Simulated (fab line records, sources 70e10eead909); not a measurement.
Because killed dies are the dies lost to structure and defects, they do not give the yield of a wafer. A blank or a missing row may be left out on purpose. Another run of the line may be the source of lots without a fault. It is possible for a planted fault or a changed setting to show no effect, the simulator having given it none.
Matching of chambers | flow nandHarc | NHARC_P_M0_STRIP_18 on rieDiel-02 has 4 sister chambers
The step strips in N2/H2. 18 wafers are shown with their chamber, then 9 later ones without.

EACH WAFER AND ITS CHAMBER
wafer  | chamber | drypumpMotorCurrentA (A) | showerheadPlenumPTorr (Torr) | powerW (W)
L074.2 | 0       | 6.5                      | 2.16                         | 998
L074.3 | 1       | 5.7                      | 1.90                         | 1003
L074.6 | 0       | 6.4                      | 2.16                         | 1004
L081.1 | 1       | 5.7                      | 1.89                         | 1000
L081.4 | 2       | 5.3                      | 2.03                         | 997
L081.6 | 1       | 5.7                      | 1.89                         | 996
L084.1 | 2       | 5.3                      | 2.03                         | 1002
L084.2 | 3       | 5.1                      | 2.05                         | 1003
L084.6 | 1       | 5.7                      | 1.89                         | 993
L085.3 | 2       | 5.3                      | 2.02                         | 1000
L085.4 | 0       | 6.4                      | 2.14                         | 1002
L085.5 | 2       | 5.3                      | 2.02                         | 1002
L087.1 | 2       | 5.3                      | 2.02                         | 1001
L087.5 | 0       | 6.4                      | 2.14                         | 1006
L087.6 | 3       | 5.1                      | 2.05                         | 1001
L090.1 | 1       | 5.7                      | 1.88                         | 1000
L090.4 | 0       | 6.4                      | 2.14                         | 1003
L090.5 | 3       | 5.1                      | 2.04                         | 1002

SIGNATURES (averages over the wafers above)
reading               | chamber 0 | chamber 1 | chamber 2 | chamber 3 | scatter within a chamber
drypumpMotorCurrentA  | 6.420     | 5.700     | 5.300     | 5.100     | 0.0239
showerheadPlenumPTorr | 2.1480    | 1.8900    | 2.0240    | 2.0467    | 0.00787
powerW                | 1002.60   | 998.40    | 1000.40   | 1002.00   | 2.87
Rule: for each reading, subtract the chamber's mean from the wafer's reading, divide by that reading's scatter and square the result; add these up over the readings and take the root, which gives the wafer's distance from the chamber. If the next closest chamber is less than 2 further off than the closest, the wafer can't be placed; otherwise it belongs to the closest. The scatter: the root of (the sum of the squares of (reading less its chamber's mean) over the shown wafers, divided by (wafers less chambers)).

WAFERS MISSING THEIR CHAMBER
wafer  | drypumpMotorCurrentA (A) | showerheadPlenumPTorr (Torr) | powerW (W)
L093.2 | 5.1                      | 2.04                         | 999
L093.4 | 5.7                      | 1.88                         | 1004
L093.6 | 5.7                      | 1.88                         | 998
L094.1 | 5.3                      | 2.01                         | 1002
L094.4 | 5.3                      | 2.01                         | 1003
L094.6 | 5.7                      | 1.88                         | 1002
L097.1 | 5.3                      | 2.01                         | 998
L097.2 | 6.4                      | 2.13                         | 1000
L097.3 | 5.7                      | 1.88                         | 1003

CHAMBER TAKEN BY EACH
wafer  | from the rows above | in truth
L093.2 | 3                   | 3
L093.4 | 1                   | 1
L093.6 | 1                   | 1
L094.1 | 2                   | 2
L094.4 | 2                   | 2
L094.6 | 1                   | 1
L097.1 | 2                   | 2
L097.2 | 0                   | 0
L097.3 | 1                   | 1
9 of 9 placed correctly. Not placeable from these rows: 0. Wrongly placed: 0.
